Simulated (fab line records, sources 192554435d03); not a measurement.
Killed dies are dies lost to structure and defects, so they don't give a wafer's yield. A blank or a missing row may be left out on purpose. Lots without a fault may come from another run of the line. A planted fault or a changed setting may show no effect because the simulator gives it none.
Chamber matching | flow n5_finfet | N5_BEOL_M1_ETCHBACK_99 on rie_diel-03: 4 sister chambers
The step etches SiO2 in CHF3, target depth 5 nm, time 10.4 s. 8 wafers are shown with their chamber, then 11 later ones without.

WAFERS WITH THEIR CHAMBER
wafer  | chamber | showerhead_plenum_p_Torr (Torr) | throttle_valve_pct (%)
L083.6 | 1       | 2.28                            | 16.97
L087.1 | 1       | 2.27                            | 16.99
L086.5 | 3       | 2.13                            | 17.29
L086.6 | 0       | 2.11                            | 17.01
L089.1 | 3       | 2.13                            | 17.32
L089.2 | 2       | 2.25                            | 16.78
L089.5 | 2       | 2.25                            | 16.77
L090.3 | 0       | 2.11                            | 17.02

WAFERS WITHOUT THEIR CHAMBER
wafer  | showerhead_plenum_p_Torr (Torr) | throttle_valve_pct (%)
L090.5 | 2.11                            | 17.03
L090.6 | 2.12                            | 17.34
L092.3 | 2.25                            | 16.78
L092.4 | 2.25                            | 16.79
L092.5 | 2.27                            | 17.01
L093.1 | 2.25                            | 16.79
L093.3 | 2.11                            | 17.00
L093.4 | 2.11                            | 17.01
L097.3 | 2.12                            | 16.86
L097.5 | 2.25                            | 16.81
L097.6 | 2.27                            | 17.03

WHICH CHAMBER EACH WENT THROUGH
wafer  | from the rows above | in truth
L090.5 | 0                   | 0
L090.6 | 3                   | 3
L092.3 | 2                   | 2
L092.4 | 2                   | 2
L092.5 | 1                   | 1
L093.1 | 2                   | 2
L093.3 | 0                   | 0
L093.4 | 0                   | 0
L097.3 | 0                   | 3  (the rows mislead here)
L097.5 | 2                   | 2
L097.6 | 1                   | 1
Placed correctly: 10 of 11. Can't be placed from these rows: 0. Placed wrongly: 1.
How it was worked out, from the rows above alone: a wafer's distance from a chamber is the root of the sum, over the readings, of the square of ((its reading less the chamber's mean) divided by the reading's scatter). The wafer belongs to the nearest chamber; if the next one is less than 2 further off, it can't be placed. A chamber's mean is the mean of its shown wafers. The scatter: the root of (the sum of the squares of (reading less its chamber's mean) over the shown wafers, divided by (wafers less chambers)).
